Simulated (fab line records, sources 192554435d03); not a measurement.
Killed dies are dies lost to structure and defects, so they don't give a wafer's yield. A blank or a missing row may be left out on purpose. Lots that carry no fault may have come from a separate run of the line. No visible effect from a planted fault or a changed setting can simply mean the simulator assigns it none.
Matching of chambers -- flow n5-finfet -- 4 sister chambers for N5_HKMG_FIN_ALD_75 on ald-hk-01
The step deposits Al2O3, target thk 1 nm, co reactant pulse time 1 s. 8 wafers are shown with their chamber, then 11 later ones without.

WAFERS, EACH WITH ITS CHAMBER
wafer,chamber,heater-power-w (W),precursor-pulse-height-rel
L088.5,2,154,0.985
L089.1,3,143,0.979
L089.2,1,160,1.001
L089.3,0,149,1.019
L090.3,2,159,0.994
L090.5,0,151,0.953
L090.6,3,146,1.030
L092.1,1,163,0.996

WAFERS WITHOUT THEIR CHAMBER
wafer,heater-power-w (W),precursor-pulse-height-rel
L092.2,146,1.001
L092.5,153,0.979
L094.1,148,1.022
L094.5,150,1.017
L094.6,163,1.010
L095.4,147,1.011
L095.5,156,1.004
L095.6,146,0.968
L097.3,147,1.007
L097.4,160,0.994
L097.5,163,0.986

THE CHAMBER EACH PASSED THROUGH
wafer,from the rows above,in truth
L092.2,can't be placed: 3 or 0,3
L092.5,can't be placed: 0 or 2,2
L094.1,can't be placed: 0 or 3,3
L094.5,can't be placed: 0 or 3 or 2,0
L094.6,1,1
L095.4,can't be placed: 3 or 0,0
L095.5,can't be placed: 2 or 1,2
L095.6,can't be placed: 3 or 0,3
L097.3,can't be placed: 3 or 0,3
L097.4,can't be placed: 1 or 2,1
L097.5,can't be placed: 1 or 2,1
1 of 11 placed correctly. Cannot be placed on the basis of these rows: 10; the candidates contain the true chamber in 10. Wrongly placed: 0.
How it was worked out, from the rows above alone: a wafer's distance from a chamber is the root of the sum, over the readings, of the square of ((its reading less the chamber's mean) divided by the reading's scatter). The wafer belongs to the nearest chamber; if the next one is less than 2 further off, it can't be placed. The mean given for a chamber averages the wafers shown for that chamber. The scatter is the square root of a quotient: the sum, over the shown wafers, of each reading's squared deviation from its chamber's mean, divided by wafers minus chambers.
